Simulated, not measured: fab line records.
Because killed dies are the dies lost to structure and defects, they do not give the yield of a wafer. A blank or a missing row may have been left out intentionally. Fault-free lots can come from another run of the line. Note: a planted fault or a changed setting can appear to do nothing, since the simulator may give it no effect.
Split-lot study    flow n5Finfet    route with 1938 steps; 7 lots, 21 wafers read

== SPLIT DETAILS ==
At N5_BEOL_M9_EXPOSE_08 (exposes mask M9), the setting doseMj was moved away from the recipe's 53.75 on 11 of the 21 wafers read, by -6.7% to +7.0%. All remaining wafers had this setting at the recipe value.

== FROM THE SPLIT TO THE READING: what the file shows between them, 15 steps ==
- N5_BEOL_M9_PEB_09: peb time 60 s
- N5_BEOL_M9_DEVELOP_10: develop time 30 s
- N5_BEOL_M9_CD_MEAS_11: target cd 64.1 nm
- N5_BEOL_M9_DESCUM_16: chemistry O2, time 7.9 s
- N5_BEOL_M9_ETCH_61: etches SiARC in CF4, target depth 39 nm, time 65 s
- N5_BEOL_M9_ETCH_62: etches SOC in N2/H2, target depth 110 nm, overetch 22 nm, time 165 s
- N5_BEOL_M9_STRIP_68: strips in N2/H2
- N5_BEOL_M9_STRIP_67: strips in CF4
- N5_BEOL_M9_HM_OPEN_17: chemistry Cl2/BCl3, target TiN, target depth 20 nm, overetch 6 nm
- N5_BEOL_M9_STRIP_19: strips in O2
- N5_BEOL_M9_CD_MEAS_18: pitch 140 nm, target cd 70 nm
- N5_BEOL_M9_COAT_63: time 60 s, resist thk 60 nm
- N5_BEOL_M9_COAT_64: time 60 s, resist thk 12 nm
- N5_BEOL_M9_PRECLEAN_42: cleans in residue remover, time 60 s
- N5_BEOL_M9_SRD_43: time 30 s

== THE READING ==
cdNm, in nm, at N5_BEOL_M9_CD_MEAS_35 (target cd 70 nm, target cd y 40 nm). Typical for fault-free wafers on this fab line: 69.9 nm, with standard deviation 0.88 nm.

wafer   tool, chamber at the split  doseMj as run  against the recipe  cdNm, nm  against lot-mates on the recipe
L075.2  arfiScanner-03, 0           52.22          -2.8%               68.6      -0.4
L075.3  arfiScanner-03, 0           53.75          recipe              68.9      -
L075.5  arfiScanner-03, 0           53.75          recipe              69.1      -
L080.1  arfiScanner-03, 0           53.75          recipe              71.0      -
L080.3  arfiScanner-03, 0           53.75          recipe              69.9      -
L080.5  arfiScanner-03, 0           53.75          recipe              69.9      -
L084.1  arfiScanner-03, 0           50.16          -6.7%               65.1      no lot-mate on the recipe
L084.4  arfiScanner-03, 0           50.16          -6.7%               66.1      no lot-mate on the recipe
L084.5  arfiScanner-03, 0           50.16          -6.7%               66.6      no lot-mate on the recipe
L091.1  arfiScanner-01, 0           56.25          +4.7%               72.1      +2.8
L091.3  arfiScanner-01, 0           53.75          recipe              69.3      -
L091.5  arfiScanner-01, 0           56.25          +4.7%               73.9      +4.6
L095.2  arfiScanner-02, 0           50.65          -5.8%               66.2      -2.9
L095.3  arfiScanner-02, 0           50.65          -5.8%               66.2      -2.9
L095.4  arfiScanner-02, 0           53.75          recipe              69.1      -
L096.1  arfiScanner-03, 0           53.75          recipe              70.0      -
L096.4  arfiScanner-03, 0           57.51          +7.0%               72.6      +2.6
L096.5  arfiScanner-03, 0           57.51          +7.0%               73.1      +3.1
L097.1  arfiScanner-03, 0           55.81          +3.8%               70.7      +2.0
L097.2  arfiScanner-03, 0           53.75          recipe              69.0      -
L097.6  arfiScanner-03, 0           53.75          recipe              68.5      -

FIT RESULTS
A straight line over all 21 wafers: cdNm changes by +0.539 nm for each +1% of doseMj; r = +0.95; the points scatter about the line by 0.77 nm.
The same after taking each lot's own level away (the mean of its wafers on the recipe; 18 wafers): +0.497 nm for each +1%; r = +0.93; scatter 0.71 nm.
Per that fit: largest doseMj move, reading shift of 3.5 nm.
From 68.75 to 70.27 nm: that is the span of the lots' own levels, equal to 1.7 times the standard deviation above.
The two slopes are in agreement: the lot-to-lot level therefore moves the slope only a little.
Check: for one of the wafers moved furthest among these (+7.0%), held out of the fit, the line's prediction against its lot-mates is +3.93 nm. It came out at +2.6 nm against them.

== THESE WAFERS: OTHER SPLITS ==
Before the reading, these wafers also passed through other splits. Each is held against what the fit with the lots' levels taken away leaves over:
other split on the same wafers   wafers away from the commonest value  r with cdNm (lot level and that fit taken away)
N5_BEOL_M7_TRENCH_ETCH_37 timeS  11                                    +0.05
N5_BEOL_M9_COAT_60 spinRpm       5                                     -0.19

== THE WHOLE CHAIN: every reading that the file lists as answering this split, in the file's order ==
step                   what it does                                                       reading                                                              change (the file's fit)                r (the file's)
N5_BEOL_M9_CD_MEAS_11  target cd 64.1 nm                                                  cdNm                                                                 +0.536 nm for each +1% of the setting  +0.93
N5_BEOL_M9_ETCH_61     etches SiARC in CF4, target depth 39 nm, time 65 s                 BEOL_M9.cdOffsetNm (the simulator's own value, which no gauge read)  +0.543 nm for each +1% of the setting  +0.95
N5_BEOL_M9_HM_OPEN_17  chemistry Cl2/BCl3, target TiN, target depth 20 nm, overetch 6 nm  BEOL_M9.cdOffsetNm (the simulator's own value, which no gauge read)  +0.55 nm for each +1% of the setting   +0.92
N5_BEOL_M9_CD_MEAS_18  pitch 140 nm, target cd 70 nm                                      cdNm                                                                 +0.566 nm for each +1% of the setting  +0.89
N5_BEOL_M9_CD_MEAS_35  target cd 70 nm, target cd y 40 nm                                 cdNm                                                                 +0.49 nm for each +1% of the setting   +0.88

== FILE'S OWN FIT ==
cdNm changes by +0.49 nm for each +1% of doseMj, r = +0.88.
